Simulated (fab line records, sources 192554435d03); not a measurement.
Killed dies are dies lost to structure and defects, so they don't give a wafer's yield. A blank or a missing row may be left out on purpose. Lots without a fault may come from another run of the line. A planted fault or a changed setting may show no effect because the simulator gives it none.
fab line records | flow n5_finfet
record lots=7 wafers=39
route steps=1938 shown DUMMY_GATE@237 HKMG_FIN@402 MOL_CONTACT_COAG@624
start_h: hours from the record's first day to the start of the lot's first wafer shown | wait_h: hours since the lot's step before | " the same as in the row above | L1.1+2: a row that stands for several wafers | - no value, or no start given | * or withheld: withheld | < > ~ a bound
route shown NAME@n: a module of which the file shows steps, and the number in the route of the first | usual: mean/standard deviation of fault-free wafers | same: alike in all rows | chamber/n: place in a boat | sites: the reading at each site | _std_site: their standard deviation | _edge_site: outer sites' mean less inner sites' | radius_mm: how far each site lies from the wafer's centre | mask NAME#n: copy n | behind: the tool/chamber that last shaped the wafer | hold: why the lot was held/for how many hours/how that ended | device: the transistor (n, p or np) that didn't switch | end of line: the same wafers' tests at the end of the route | a step without rows: its recipe alone | killed: dies lost to structure and defects at the first sort, not the wafer's yield | map: a wafer's dies, x killed, . not, _ none there
set.NAME: the setting as run; set.NAME@STEP: as run at that earlier step | model.NAME: the simulator's own value behind a step, which no gauge read
lots whose settings were changed on purpose; a table a step, a row a wafer
## steps
# step N5_DUMMY_GATE_ETCH_37
# recipe chemistry=N2/H2 target=SOC target_depth_a=600 overetch_a=300 temp_c=40 ion_energy_ev=200 pressure_mtorr=30 source_w=840 bias_w=150 n2_flow_sccm=200 h2_flow_sccm=200
# usual rf_vpp_V=524.5/2.6
# columns lot.wafer tool chamber start_h wait_h set.source_w rf_vpp_V
L075.1 rie_diel-02 1 53.84 0.0 798.6 530.1
L075.2 " 2 " " 840 527.0
L075.3 " 3 " " 798.6 530.6
L075.4 " 0 " " 840 526.4
L075.5 " 0 " " 798.6 536.1
L075.6 " 3 " " 840 520.1
L077.1 rie_diel-02 0 64.35 0.0 1001 496.6
L077.2 " 3 " " 840 522.2
L077.3 " 1 " " 840 522.0
L077.4 " 2 " " 1001 499.0
L077.5 " 3 " " 840 520.7
L077.6 " 2 " " 1001 497.0
L087.1 rie_diel-05 1 130.32 0.0 840 528.1
L087.2 " 3 " " 840 526.4
L087.3 " 2 " " 840 520.1
L087.4 " 0 " " 840 522.3
L087.5 " 1 " " 840 527.6
L087.6 " 0 " " 840 522.9
L090.1 rie_diel-02 0 142.25 0.0 840 524.9
L090.2 " 1 " " 908.2 508.7
L090.3 " 2 " " 840 527.5
L090.4 " 3 " " 908.2 507.4
L090.5 " 0 " " 908.2 512.0
L090.6 " 3 " " 840 521.6
L091.1 rie_diel-05 0 153.74 0.0 840 521.8
L091.2 " 1 " " 840 527.3
L091.3 " 2 " " 927.5 502.9
L091.4 " 3 " " 927.5 510.3
L091.5 " 0 " " 840 523.6
L091.6 " 1 " " 927.5 509.9
L093.2 rie_diel-03 0 165.54 0.0 840 526.4
L093.4 " 2 " " 840 525.2
L093.6 " 0 " " 840 526.9
L096.1 rie_diel-02 3 177.99 0.0 886.5 511.7
L096.2 " 0 " " 886.5 517.1
L096.3 " 1 " " 886.5 513.5
L096.4 " 2 " " 840 526.2
L096.5 " 1 " " 840 520.9
L096.6 " 2 " " 840 527.4
# step N5_DUMMY_GATE_ETCH_31
# recipe chemistry=C4F6/O2 target=SiO2 mask_material=SOC target_depth_a=825 time_s=27.5 ion_energy_ev=250 pressure_mtorr=30 source_w=345 bias_w=185 Ar_flow_sccm=300 C4F6_flow_sccm=10 O2_flow_sccm=10
# columns lot.wafer tool chamber start_h wait_h set.target_depth_a model.etch.depth_nm model.SOC_of_DUMMY_GATE_COAT_34.thk_nm
L075.1 rie_diel-02 2 54.12 0.0 825 80.38 52
L075.2 " 1 " " 773.6 76.52 52.4
L075.3 " 3 " " 773.6 75.41 52.6
L075.4 " 0 " " 773.6 76.28 52.4
L075.5 " 0 " " 825 81.45 51.8
L075.6 " 1 " " 825 82.37 51.6
L077.1 rie_diel-03 0 64.63 0.0 763.9 79.09 52.2
L077.2 " 1 " " 825 83.73 51.6
L077.3 " 3 " " 763.9 79.34 52.2
L077.4 " 2 " " 763.9 74.75 52.6
L077.5 " 1 " " 825 83.03 51.8
L077.6 " 0 " " 825 85.22 51.6
L087.1 rie_diel-02 3 130.72 0.0 825 80.26 51.8
L087.2 " 1 " " 871.7 86.74 51.2
L087.3 " 2 " " 871.7 85.29 51.6
L087.4 " 0 " " 825 81.84 51.8
L087.5 " 1 " " 871.7 86.36 51.4
L087.6 " 2 " " 825 80.83 52
L090.1 rie_diel-02 1 142.75 0.1 825 81.97 51.8
L090.2 " 3 " " 736.4 72.08 52.8
L090.3 " 0 " " 825 81.29 51.8
L090.4 " 2 " " 825 80.16 52
L090.5 " 3 " " 736.4 71.52 52.8
L090.6 " 0 " " 736.4 72.59 52.6
L091.1 rie_diel-02 3 154.02 0.0 825 80.02 52
L091.2 " 0 " " 755.7 73.69 52.4
L091.3 " 1 " " 755.7 74.28 52.4
L091.4 " 2 " " 825 79.71 52
L091.5 " 2 " " 755.7 73.28 52.6
L091.6 " 1 " " 825 80.93 52
L093.2 rie_diel-02 2 165.82 0.0 825 80.28 51.8
L093.4 " 0 " " 825 80.5 51.6
L093.6 " 1 " " 825 81.52 51.6
L096.1 rie_diel-03 2 178.28 0.1 825 79.95 52
L096.2 " 3 " " 825 83.85 51.6
L096.3 " 0 " " 825 83.87 51.6
L096.4 " 3 " " 825 84.12 51.6
L096.5 " 0 " " 825 83.39 51.6
L096.6 " 2 " " 825 79.49 52.2
# step N5_DUMMY_GATE_ETCH_42
# recipe chemistry=CHF3/O2 target=SiO2 target_depth_a=35 time_s=31 ion_energy_ev=30 bias_w=12 pressure_mtorr=30 source_w=600 Ar_flow_sccm=200 CHF3_flow_sccm=50 O2_flow_sccm=5
# usual rf_vpp_V=42.8/1
# columns lot.wafer tool chamber start_h wait_h set.bias_w rf_vpp_V
L075.1 rie_diel-02 0 54.61 0.0 12 43.4
L075.2 " 2 " " 12 41.9
L075.3 " 1 " " 12.72 43.5
L075.4 " 3 " " 12.72 44.1
L075.5 " 1 " " 12.72 45.5
L075.6 " 2 " " 12 41.9
L077.1 rie_diel-05 0 65.12 0.0 13.99 47.2
L077.2 " 2 " " 13.99 47.4
L077.3 " 3 " " 12 43.9
L077.4 " 1 " " 13.99 49.4
L077.5 " 3 " " 12 42.3
L077.6 " 0 " " 12 42.1
L087.1 rie_diel-05 3 131.26 0.1 13.48 47.3
L087.2 " 0 " " 13.48 43.3
L087.3 " 1 " " 12 44.5
L087.4 " 2 " " 13.48 47.1
L087.5 " 2 " " 12 43.5
L087.6 " 3 " " 12 44.5
L090.1 rie_diel-02 1 143.35 0.2 12 42.7
L090.2 " 3 " " 12 43.1
L090.3 " 2 " " 9.753 36.0
L090.4 " 0 " " 12 43.4
L090.5 " 3 " " 9.753 37.6
L090.6 " 0 " " 9.753 37.0
L091.1 rie_diel-02 3 154.61 0.1 12 42.3
L091.2 " 0 " " 13.71 46.8
L091.3 " 2 " " 12 43.1
L091.4 " 2 " " 12 42.5
L091.5 " 3 " " 13.71 47.2
L091.6 " 0 " " 13.71 47.9
L093.2 rie_diel-05 2 166.31 0.0 12 43.4
L093.4 " 1 " " 12 44.2
L093.6 " 1 " " 12 44.4
L096.1 rie_diel-03 3 178.86 0.1 12.96 46.4
L096.2 " 0 " " 12 44.9
L096.3 " 2 " " 12 43.9
L096.4 " 2 " " 12.96 44.2
L096.5 " 0 " " 12.96 46.7
L096.6 " 3 " " 12 43.0
# step N5_HKMG_FIN_ETCH_54
# recipe chemistry=CF4 target=SiARC target_depth_a=455 mask_material=CAR-ArF time_s=75.8 ion_energy_ev=80 pressure_mtorr=40 source_w=545 bias_w=36 Ar_flow_sccm=100 cf4_flow_sccm=100 ends=cleared
# usual etch_rf_on_time_s=76.1/1.3 rf_vpp_V=184.6/1
# columns lot.wafer tool chamber start_h wait_h set.source_w etch_rf_on_time_s rf_vpp_V
L075.1 rie_diel-04 0 77.74 0.0 545 75.2 185.5
L075.2 " 3 " " 545 77.3 185.4
L075.3 " 2 " " 545 75.5 185.2
L075.4 " 1 " " 545 73.9 185.7
L075.5 " 3 " " 545 77.5 185.2
L075.6 " 2 " " 545 75.5 184.5
L077.1 rie_diel-06 0 89.34 0.0 545 77.9 185.0
L077.2 " 2 " " 456.2 87.0 195.6
L077.3 " 3 " " 456.2 90.4 194.6
L077.4 " 1 " " 545 76.1 184.5
L077.5 " 3 " " 456.2 90.5 194.8
L077.6 " 0 " " 545 77.1 184.3
L087.1 rie_diel-06 3 156.31 0.0 611.6 70.0 176.0
L087.2 " 1 " " 611.6 69.2 175.8
L087.3 " 2 " " 545 74.8 184.9
L087.4 " 3 " " 545 77.3 181.8
L087.5 " 1 " " 545 77.5 184.3
L087.6 " 2 " " 611.6 67.2 177.6
L090.1 rie_diel-06 3 168.28 0.0 545 76.9 183.8
L090.2 " 1 " " 545 75.2 183.5
L090.3 " 2 " " 545 74.1 184.3
L090.4 " 2 " " 490 81.1 191.3
L090.5 " 1 " " 490 83.9 190.7
L090.6 " 3 " " 490 83.7 189.2
L091.1 rie_diel-04 0 178.79 0.0 545 75.0 184.9
L091.2 " 3 " " 621.6 66.3 177.3
L091.3 " 2 " " 545 76.7 183.7
L091.4 " 1 " " 621.6 67.2 176.2
L091.5 " 2 " " 621.6 67.7 174.5
L091.6 " 3 " " 545 74.9 185.9
L093.2 rie_diel-06 1 190.55 0.0 545 76.8 183.9
L093.4 " 1 " " 545 77.2 184.3
L093.6 " 2 " " 545 74.5 185.8
L096.1 rie_diel-01 2 204.46 0.0 545 77.7 186.2
L096.2 " 1 " " 545 78.3 184.8
L096.3 " 0 " " 545 76.2 185.8
L096.4 " 3 " " 545 72.8 184.7
L096.5 " 2 " " 545 76.9 186.7
L096.6 " 3 " " 545 73.3 185.4
# step N5_MOL_CONTACT_COAG_CVD_140
# recipe material=W target_thk_a=665 mode=selective_fill temp_c=300 time_s=215
# columns lot.wafer tool chamber start_h wait_h set.target_thk_a model.W_of_MOL_CONTACT_COAG_CVD_140.thk_nm
L075.1+3 cvd_w-02 0 109.15 0.1 665 66.8
L075.2 " 0 " " 665 66
L075.4+6 " 0 " " 665 66.2
L075.5 " 0 " " 665 66.6
L077.1 cvd_w-01 0 119.32 0.1 665 66.4
L077.2 " 1 " " 665 66.8
L077.3+4 " 0,1 " " 723.3 73
L077.5 " 1 " " 665 67.6
L077.6 " 0 " " 723.3 71.8
L087.1 cvd_w-02 1 188.54 0.1 665 66.2
L087.2 " 0 " " 665 67.6
L087.3+5+6 " 1,1,0 " " 665 66.4
L087.4 " 0 " " 665 67.2
L090.1 cvd_w-01 0 198.25 0.1 665 67.6
L090.2 " 1 " " 640.6 66.2
L090.3 " 0 " " 665 67.8
L090.4 " 1 " " 640.6 66.6
L090.5 " 0 " " 640.6 65.2
L090.6 " 1 " " 665 68.2
L091.1 cvd_w-02 0 208.08 0.1 665 66
L091.2 " 1 " " 715.7 70.8
L091.3+5 " 0,1 " " 665 65
L091.4+6 " 1,0 " " 715.7 71.4
L093.2 cvd_w-01 1 217.98 0.1 665 68
L093.4 " 0 " " 665 67.2
L093.6 " 1 " " 665 67.8
L096.1 cvd_w-02 1 232.06 0.1 576.9 58.4
L096.2 " 0 " " 665 68.2
L096.3+5 " 1,0 " " 665 67.8
L096.4 " 0 " " 576.9 58.2
L096.6 " 1 " " 576.9 58.6
## key
split step=N5_DUMMY_GATE_ETCH_37 setting=source_w stated=840 by=wafer
response step=N5_DUMMY_GATE_ETCH_37 reading=rf_vpp_V change=-1.44 per=1% r=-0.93
split step=N5_DUMMY_GATE_ETCH_31 setting=target_depth_a stated=825 by=wafer
response step=N5_DUMMY_GATE_ETCH_31 reading=model.etch.depth_nm change=+0.836 per=1% r=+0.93
response step=N5_DUMMY_GATE_ETCH_31 reading=model.SOC_of_DUMMY_GATE_COAT_34.thk_nm change=-0.0801 per=1% r=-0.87
split step=N5_DUMMY_GATE_ETCH_42 setting=bias_w stated=12 by=wafer
response step=N5_DUMMY_GATE_ETCH_42 reading=rf_vpp_V change=+0.294 per=1% r=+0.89
split step=N5_HKMG_FIN_ETCH_54 setting=source_w stated=545 by=wafer
response step=N5_HKMG_FIN_ETCH_54 reading=etch_rf_on_time_s change=* per=1% r=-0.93
response step=N5_HKMG_FIN_ETCH_54 reading=rf_vpp_V change=-0.626 per=1% r=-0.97
split step=N5_MOL_CONTACT_COAG_CVD_140 setting=target_thk_a stated=665 by=wafer
response step=N5_MOL_CONTACT_COAG_CVD_140 reading=model.W_of_MOL_CONTACT_COAG_CVD_140.thk_nm change=+0.702 per=1% r=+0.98
